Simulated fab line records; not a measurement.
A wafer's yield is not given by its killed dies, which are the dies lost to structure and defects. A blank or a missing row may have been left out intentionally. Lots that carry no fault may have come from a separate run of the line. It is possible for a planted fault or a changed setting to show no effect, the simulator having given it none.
fab line records ; flow nand-harc
record lots=6; wafers=18; last-day=33
route steps=1302 shown A_SOURCE_PLATE@418 A_ONON_D1@424 END@1302
lots that met no fault: taken from a fault-free run of the same line
start-h: hours from the record's first day to the start of the lot's first wafer shown ; wait-h: time in hours since the lot's previous step ; " the same as in the row above ; L1.1+2: a row that stands for several wafers ; - no value present, or no start provided ; * or withheld: withheld ; < > ~ a bound
route shown NAME@n: a module of which the file shows steps, and the number in the route of the first ; usual: mean/standard deviation taken from wafers without a fault ; same: alike in all rows ; chamber/n: place in a boat ; sites: per-site readings ; _std_site: standard deviation across them ; _edge_site: inner sites' mean taken away from outer sites' mean ; radius-mm: how far each site lies from the wafer's centre ; mask NAME#n: copy n ; behind: the tool/chamber that last shaped the wafer ; hold: why the lot went on hold/how many hours it stayed there/how the hold came to an end ; device: the transistor (n, p or np) that didn't switch ; end of line: the route-end tests of the same wafers ; where a step has no rows: the recipe by itself ; killed: count of dies lost to structure and defects at first sort (not the wafer's yield) ; map: dies across one wafer; x = killed, . = not, _ = none there
set.NAME: the setting that was run; set.NAME@STEP: the one run at that earlier step ; model.NAME: the simulator's own value behind a step, which no gauge read
lots seen at some steps along the route; tables by step, rows by wafer
services: when a tool's chamber went out of use (start-h, in hours from the record's first day, below 0 if earlier), for how many hours, and the reason
## steps
# step NHARC_A_SOURCE_PLATE_CVD_03
# recipe target-thk-a=2000; temp-c=620; pressure-mtorr=200; time-s=4000; material=poly-Si
# step NHARC_A_SOURCE_PLATE_ANNEAL_05
# recipe temp-c=850; time-s=1800
# step NHARC_A_SOURCE_PLATE_THK_MEAS_06
# recipe thk-meas-gauge=ellipsometry
# usual thk-nm=200.2/2
lot.wafer;tool;chamber;start-h;wait-h;thk-nm
L549.2;film-metro-02;-;223.97;0.4;199.3
L549.4;film-metro-02;-;223.97;0.4;201.0
L549.6;film-metro-02;-;223.97;0.4;199.9
L550.1;film-metro-01;-;240.99;0.4;199.4
L550.2;film-metro-01;-;240.99;0.4;201.0
L550.4;film-metro-01;-;240.99;0.4;203.5
L560.1;film-metro-02;-;325.84;0.4;196.6
L560.3;film-metro-02;-;325.84;0.4;195.6
L560.4;film-metro-02;-;325.84;0.4;197.4
L561.1;film-metro-01;-;338.76;0.4;202.2
L561.3;film-metro-01;-;338.76;0.4;198.4
L561.6;film-metro-01;-;338.76;0.4;201.8
L564.1;film-metro-02;-;363.73;0.4;197.5
L564.2;film-metro-02;-;363.73;0.4;199.7
L564.3;film-metro-02;-;363.73;0.4;198.4
L566.2;film-metro-01;-;391.92;0.4;199.9
L566.4;film-metro-01;-;391.92;0.4;197.1
L566.6;film-metro-01;-;391.92;0.4;200.9
# step NHARC_A_SOURCE_PLATE_INSPECT_08
# usual raw-defect-count=63/26
lot.wafer;tool;chamber;start-h;wait-h;raw-defect-count
L549.2;defect-inspect-01;-;224.06;0.0;30
L549.4;defect-inspect-01;-;224.06;0.0;48
L549.6;defect-inspect-01;-;224.06;0.0;44
L550.1;defect-inspect-02;-;241.10;0.0;37
L550.2;defect-inspect-02;-;241.10;0.0;67
L550.4;defect-inspect-02;-;241.10;0.0;85
L560.1;defect-inspect-02;-;325.90;0.0;43
L560.3;defect-inspect-02;-;325.90;0.0;57
L560.4;defect-inspect-02;-;325.90;0.0;39
L561.1;defect-inspect-01;-;338.86;0.0;69
L561.3;defect-inspect-01;-;338.86;0.0;47
L561.6;defect-inspect-01;-;338.86;0.0;54
L564.1;defect-inspect-01;-;363.79;0.0;56
L564.2;defect-inspect-01;-;363.79;0.0;36
L564.3;defect-inspect-01;-;363.79;0.0;85
L566.2;defect-inspect-02;-;391.98;0.0;48
L566.4;defect-inspect-02;-;391.98;0.0;112
L566.6;defect-inspect-02;-;391.98;0.0;135
# step NHARC_A_ONON_D1_DEP_00
# recipe target-thk-a=10000; n2-flow-sccm=2750; n2o-flow-sccm=2000; nh3-flow-sccm=500; sih4-flow-sccm=210; temp-c=400
# step NHARC_A_ONON_D1_THK_MEAS_02
# recipe thk-meas-gauge=ellipsometry
# usual thk-nm=1003/8.9
lot.wafer;tool;chamber;start-h;wait-h;thk-nm
L549.2;film-metro-02;-;224.64;-;988
L549.4;film-metro-02;-;224.64;-;987
L549.6;film-metro-02;-;224.64;-;989
L550.1;film-metro-01;-;241.67;-;1007
L550.2;film-metro-01;-;241.67;-;1008
L550.4;film-metro-01;-;241.67;-;1008
L560.1;film-metro-02;-;326.48;-;1012
L560.3;film-metro-02;-;326.48;-;1014
L560.4;film-metro-02;-;326.48;-;1011
L561.1;film-metro-01;-;339.44;-;1015
L561.3;film-metro-01;-;339.44;-;1014
L561.6;film-metro-01;-;339.44;-;1016
L564.1;film-metro-02;-;364.40;-;995
L564.2;film-metro-02;-;364.40;-;995
L564.3;film-metro-02;-;364.40;-;997
L566.2;film-metro-01;-;392.56;-;1000
L566.4;film-metro-01;-;392.56;-;998
L566.6;film-metro-01;-;392.56;-;1000
# step NHARC_A_ONON_D1_DEP_03
# recipe target-thk-a=10000; n2-flow-sccm=2750; n2o-flow-sccm=2000; nh3-flow-sccm=500; sih4-flow-sccm=210; temp-c=400
# step NHARC_A_ONON_D1_THK_MEAS_05
# recipe thk-meas-gauge=ellipsometry
# usual thk-nm=999/9.8
lot.wafer;tool;chamber;start-h;wait-h;thk-nm
L549.2;film-metro-02;-;225.20;-;1003
L549.4;film-metro-02;-;225.20;-;1005
L549.6;film-metro-02;-;225.20;-;1005
L550.1;film-metro-01;-;242.24;-;1005
L550.2;film-metro-01;-;242.24;-;1003
L550.4;film-metro-01;-;242.24;-;1004
L560.1;film-metro-01;-;327.04;-;1008
L560.3;film-metro-01;-;327.04;-;1011
L560.4;film-metro-01;-;327.04;-;1008
L561.1;film-metro-01;-;340.00;-;1006
L561.3;film-metro-01;-;340.00;-;1007
L561.6;film-metro-01;-;340.00;-;1007
L564.1;film-metro-01;-;364.96;-;1005
L564.2;film-metro-01;-;364.96;-;1006
L564.3;film-metro-01;-;364.96;-;1007
L566.2;film-metro-01;-;393.12;-;1016
L566.4;film-metro-01;-;393.12;-;1016
L566.6;film-metro-01;-;393.12;-;1014
# step NHARC_A_ONON_D1_DEP_06
# recipe target-thk-a=10000; n2-flow-sccm=2750; n2o-flow-sccm=2000; nh3-flow-sccm=500; sih4-flow-sccm=210; temp-c=400
# step NHARC_A_ONON_D1_THK_MEAS_08
# recipe thk-meas-gauge=ellipsometry
# usual thk-nm=999/9.9
lot.wafer;tool;chamber;start-h;wait-h;thk-nm
L549.2;film-metro-01;-;225.77;-;1009
L549.4;film-metro-01;-;225.77;-;1011
L549.6;film-metro-01;-;225.77;-;1010
L550.1;film-metro-02;-;242.81;-;995
L550.2;film-metro-02;-;242.81;-;994
L550.4;film-metro-02;-;242.81;-;995
L560.1;film-metro-01;-;327.61;-;985
L560.3;film-metro-01;-;327.61;-;986
L560.4;film-metro-01;-;327.61;-;986
L561.1;film-metro-01;-;340.57;-;1005
L561.3;film-metro-01;-;340.57;-;1007
L561.6;film-metro-01;-;340.57;-;1006
L564.1;film-metro-01;-;365.53;-;996
L564.2;film-metro-01;-;365.53;-;997
L564.3;film-metro-01;-;365.53;-;997
L566.2;film-metro-02;-;393.69;-;985
L566.4;film-metro-02;-;393.69;-;983
L566.6;film-metro-02;-;393.69;-;984
# step NHARC_A_ONON_D1_DEP_09
# recipe target-thk-a=10000; n2-flow-sccm=2750; n2o-flow-sccm=2000; nh3-flow-sccm=500; sih4-flow-sccm=210; temp-c=400
lot.wafer;tool;chamber;start-h;wait-h
L549.2+4+6;pecvd-onon-03;0;225.88;0.1
L550.1+2+4;pecvd-onon-03;0;242.86;0.1
L560.1+3+4;pecvd-onon-03;0;327.67;0.1
L561.1+3+6;pecvd-onon-03;0;340.63;0.1
L564.1+2+3;pecvd-onon-04;0;365.59;0.1
L566.2+4+6;pecvd-onon-02;0;393.81;0.1
# step NHARC_A_ONON_D1_THK_MEAS_11
# recipe thk-meas-gauge=ellipsometry
# usual thk-nm=994/14
lot.wafer;tool;chamber;start-h;wait-h;thk-nm
L549.2;film-metro-01;-;226.34;-;991
L549.4;film-metro-01;-;226.34;-;991
L549.6;film-metro-01;-;226.34;-;991
L550.1;film-metro-02;-;243.37;-;996
L550.2;film-metro-02;-;243.37;-;995
L550.4;film-metro-02;-;243.37;-;996
L560.1;film-metro-01;-;328.18;-;1670
L560.3;film-metro-01;-;328.18;-;1671
L560.4;film-metro-01;-;328.18;-;1672
L561.1;film-metro-01;-;341.14;-;1632
L561.3;film-metro-01;-;341.14;-;1632
L561.6;film-metro-01;-;341.14;-;1633
L564.1;film-metro-01;-;366.09;-;997
L564.2;film-metro-01;-;366.09;-;999
L564.3;film-metro-01;-;366.09;-;998
L566.2;film-metro-02;-;394.26;-;998
L566.4;film-metro-02;-;394.26;-;997
L566.6;film-metro-02;-;394.26;-;999
# step NHARC_A_ONON_D1_DEP_12
# recipe target-thk-a=10000; n2-flow-sccm=2750; n2o-flow-sccm=2000; nh3-flow-sccm=500; sih4-flow-sccm=210; temp-c=400
# step NHARC_END_SORT_01
# recipe temp-c=25
# usual killed-at-array=59/19; killed-at-other=0.6/0.85; killed-at-periphery=3.8/2.5; killed-dies=64/19; killed-open=3.3/1.8; killed-short=2.2/1.6
# same gross-dies=677
lot.wafer;tool;chamber;start-h;wait-h;killed-at-array;killed-at-other;killed-at-periphery;killed-dies;killed-open;killed-short
L549.2;prober-02;0;606.70;2.8;49;0;1;50;2;0
L549.4;prober-02;0;608.30;3.4;42;0;5;47;1;1
L549.6;prober-02;0;609.89;4.0;67;0;2;69;5;2
L560.1;prober-01;0;727.56;2.5;673;2;2;677;1;0
L560.3;prober-01;0;729.14;3.1;675;1;1;677;4;1
L560.4;prober-01;0;729.93;3.4;671;1;5;677;4;3
L561.1;prober-01;0;761.75;2.5;673;0;4;677;4;4
L561.6;prober-01;0;765.74;4.0;670;0;7;677;5;5
# killed by level:class
L549.2 A_CHANNEL_HOLE_D1:chamber-film-flake=26 A_CHANNEL_HOLE_D2:chamber-film-flake=9 A_CONTACT:chamber-film-flake=4 A_SLIT:chamber-film-flake=3 A_M0:chamber-film-flake=3 A_STAIRCASE:chamber-film-flake=2 A_CHANNEL_FILL_D1:geometric-particle:open=1 A_DECK1_JOINT:geometric-particle:open=1
L549.4 A_CHANNEL_HOLE_D1:chamber-film-flake=22 A_CHANNEL_HOLE_D2:chamber-film-flake=11 A_CONTACT:chamber-film-flake=3 P_BONDPAD:chamber-film-flake=2 A_SLIT:chamber-film-flake=2 A_CHANNEL_FILL_D2:geometric-particle:open=1 A_CHANNEL_FILL_D2:geometric-particle:short=1 P_ZERO_WELL:chamber-film-flake=1
L549.6 A_CHANNEL_HOLE_D1:chamber-film-flake=36 A_CHANNEL_HOLE_D2:chamber-film-flake=15 A_CONTACT:chamber-film-flake=4 A_M0:chamber-film-flake=4 A_ONON_D1:geometric-particle:open=2 A_BLC:geometric-particle:open=2 A_SLIT:chamber-film-flake=2 P_M2:geometric-particle:short=1
L560.1 A_ONON_D1:area-dep=606 A_CHANNEL_HOLE_D1:chamber-film-flake=24 A_CHANNEL_HOLE_D2:chamber-film-flake=21 A_CONTACT:chamber-film-flake=4 A_SGD_CUT:chamber-film-flake=4 A_CHANNEL_FILL_D2:chamber-film-flake=3 A_STAIRCASE:chamber-film-flake=3 A_ZERO_WELL:chamber-film-flake=2
L560.3 A_ONON_D1:area-dep=583 A_CHANNEL_HOLE_D1:chamber-film-flake=47 A_CHANNEL_HOLE_D2:chamber-film-flake=20 A_CONTACT:chamber-film-flake=5 A_SGD_CUT:chamber-film-flake=3 A_ZERO_WELL:chamber-film-flake=2 A_CHANNEL_FILL_D1:chamber-film-flake=2 A_CHANNEL_FILL_D2:chamber-film-flake=2
L560.4 A_ONON_D1:area-dep=605 A_CHANNEL_HOLE_D1:chamber-film-flake=23 A_CHANNEL_HOLE_D2:chamber-film-flake=20 A_SGD_CUT:chamber-film-flake=3 A_WL_FILL:chamber-film-flake=3 A_M1:chamber-film-flake=3 P_M0:geometric-particle:open=2 A_SLIT:chamber-film-flake=2
L561.1 A_ONON_D1:area-dep=591 A_CHANNEL_HOLE_D1:chamber-film-flake=36 A_SLIT:chamber-film-flake=35 A_DECK1_JOINT:geometric-particle:open=2 P_ZERO_WELL:chamber-film-flake=2 A_CONTACT:chamber-film-flake=2 P_GATE:geometric-particle:short=1 P_CONTACT:geometric-particle:open=1
L561.6 A_ONON_D1:area-dep=588 A_SLIT:chamber-film-flake=33 A_CHANNEL_HOLE_D1:chamber-film-flake=32 A_WL_FILL:chamber-film-flake=3 A_CONTACT:chamber-film-flake=3 A_ONON_D1:geometric-particle:open=2 P_ZERO_WELL:chamber-film-flake=2 A_STAIRCASE:chamber-film-flake=2
# map L560.1 (x killed, . not)
____________x____________
_________xxxxxxx_________
_______xxxxxxxxxxx_______
______xxxxxxxxxxxxx______
_____xxxxxxxxxxxxxxx_____
____xxxxxxxxxxxxxxxxx____
____xxxxxxxxxxxxxxxxx____
___xxxxxxxxxxxxxxxxxxx___
___xxxxxxxxxxxxxxxxxxx___
__xxxxxxxxxxxxxxxxxxxxx__
__xxxxxxxxxxxxxxxxxxxxx__
_xxxxxxxxxxxxxxxxxxxxxxx_
_xxxxxxxxxxxxxxxxxxxxxxx_
_xxxxxxxxxxxxxxxxxxxxxxx_
_xxxxxxxxxxxxxxxxxxxxxxx_
_xxxxxxxxxxxxxxxxxxxxxxx_
xxxxxxxxxxxxxxxxxxxxxxxxx
xxxxxxxxxxxxxxxxxxxxxxxxx
xxxxxxxxxxxxxxxxxxxxxxxxx
xxxxxxxxxxxxxxxxxxxxxxxxx
xxxxxxxxxxxxxxxxxxxxxxxxx
_xxxxxxxxxxxxxxxxxxxxxxx_
_xxxxxxxxxxxxxxxxxxxxxxx_
_xxxxxxxxxxxxxxxxxxxxxxx_
_xxxxxxxxxxxxxxxxxxxxxxx_
_xxxxxxxxxxxxxxxxxxxxxxx_
__xxxxxxxxxxxxxxxxxxxxx__
__xxxxxxxxxxxxxxxxxxxxx__
___xxxxxxxxxxxxxxxxxxx___
___xxxxxxxxxxxxxxxxxxx___
____xxxxxxxxxxxxxxxxx____
____xxxxxxxxxxxxxxxxx____
_____xxxxxxxxxxxxxxx_____
______xxxxxxxxxxxxx______
_______xxxxxxxxxxx_______
_________xxxxxxx_________
____________x____________
# map L561.1 (x killed, . not)
____________x____________
_________xxxxxxx_________
_______xxxxxxxxxxx_______
______xxxxxxxxxxxxx______
_____xxxxxxxxxxxxxxx_____
____xxxxxxxxxxxxxxxxx____
____xxxxxxxxxxxxxxxxx____
___xxxxxxxxxxxxxxxxxxx___
___xxxxxxxxxxxxxxxxxxx___
__xxxxxxxxxxxxxxxxxxxxx__
__xxxxxxxxxxxxxxxxxxxxx__
_xxxxxxxxxxxxxxxxxxxxxxx_
_xxxxxxxxxxxxxxxxxxxxxxx_
_xxxxxxxxxxxxxxxxxxxxxxx_
_xxxxxxxxxxxxxxxxxxxxxxx_
_xxxxxxxxxxxxxxxxxxxxxxx_
xxxxxxxxxxxxxxxxxxxxxxxxx
xxxxxxxxxxxxxxxxxxxxxxxxx
xxxxxxxxxxxxxxxxxxxxxxxxx
xxxxxxxxxxxxxxxxxxxxxxxxx
xxxxxxxxxxxxxxxxxxxxxxxxx
_xxxxxxxxxxxxxxxxxxxxxxx_
_xxxxxxxxxxxxxxxxxxxxxxx_
_xxxxxxxxxxxxxxxxxxxxxxx_
_xxxxxxxxxxxxxxxxxxxxxxx_
_xxxxxxxxxxxxxxxxxxxxxxx_
__xxxxxxxxxxxxxxxxxxxxx__
__xxxxxxxxxxxxxxxxxxxxx__
___xxxxxxxxxxxxxxxxxxx___
___xxxxxxxxxxxxxxxxxxx___
____xxxxxxxxxxxxxxxxx____
____xxxxxxxxxxxxxxxxx____
_____xxxxxxxxxxxxxxx_____
______xxxxxxxxxxxxx______
_______xxxxxxxxxxx_______
_________xxxxxxx_________
____________x____________
## services
tool;chamber;start-h;hours;kind
pecvd-onon-03;-;227.00;13.0;pm
pecvd-onon-04;-;241.68;7.7;repair
pecvd-onon-04;-;311.91;13.0;pm
pecvd-onon-02;-;366.09;13.0;pm
## key
first-sign step=NHARC_A_ONON_D1_THK_MEAS_11; reading=thk-nm; direction=up; sigmas=49; usual=994; struck=1652
effect step=NHARC_END_SORT_01; reading=killed-dies; direction=up; sigmas=33; usual=64; struck=677
more-kills-born-at NHARC_A_ONON_D1_DEP_09@pecvd-onon-03=2973
met-at NHARC_A_ONON_D1_DEP_09
struck-wafers L560.1,L560.3,L560.4,L561.1,L561.3,L561.6
rows-end L561.3
later-rows-left-out L560.1,L560.3,L560.4,L561.1,L561.6
tester-left-out L560,L561
onset-between 242.86 327.67
fault kind=process-parameter-drift; tool=pecvd-onon-03; chamber=0; onset-h=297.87; steps=NHARC_A_ONON_D1_DEP_09; channel=target-thk-a; offset=*; shape=step; acts-in=*; stated=*
# tester-left-out: of these lots the tester's yield and bins aren't shown, on N5 and GAA mostly nor the transistor test; their killed dies are dies lost to structure and defects alone, not to doping, threshold or leakage, so they don't give the yield
# later-rows-left-out: the simulator's readings of these wafers behind a module that went badly wrong aren't trusted and aren't shown, but for the sort
# rows-end: these wafers met a further fault down the route, and their rows from its step on are left out
